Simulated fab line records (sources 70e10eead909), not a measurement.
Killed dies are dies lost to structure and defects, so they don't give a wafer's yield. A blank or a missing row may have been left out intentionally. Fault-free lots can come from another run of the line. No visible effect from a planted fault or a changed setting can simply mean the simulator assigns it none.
Matching of chambers -- flow nand_harc -- NHARC_A_STAIRCASE_TRIM_196 on rie_diel-11 has 4 sister chambers
The step chemistry O2, time 211.2 s. 4 wafers are shown with their chamber, then 7 later ones without.

WAFERS, EACH WITH ITS CHAMBER
wafer,chamber,showerhead_plenum_p_Torr (Torr)
L076.5,3,3.36
L080.1,0,3.69
L079.1,1,3.59
L079.4,2,3.79

WAFERS WHOSE CHAMBER IS MISSING
wafer,showerhead_plenum_p_Torr (Torr)
L079.6,3.59
L081.1,3.79
L081.3,3.69
L081.6,3.59
L090.1,3.58
L090.2,3.34
L090.4,3.78

WHICH CHAMBER EACH ONE RAN IN
wafer,from the rows above,in truth
L079.6,1,1
L081.1,2,2
L081.3,0,0
L081.6,1,1
L090.1,1,1
L090.2,3,3
L090.4,2,2
7 of 7 placed correctly. Left unplaced by these rows: 0. Placed wrongly: 0.
How it was worked out, from the rows above alone: a wafer's distance from a chamber is the root of the sum, over the readings, of the square of ((its reading less the chamber's mean) divided by the reading's scatter). If the next closest chamber is less than 2 further off than the closest, the wafer can't be placed; otherwise it belongs to the closest. A chamber's mean is the mean of its shown wafers. The scatter: root of mean squared gap, hidden wafer to nearest shown wafer, with one shown wafer a chamber.
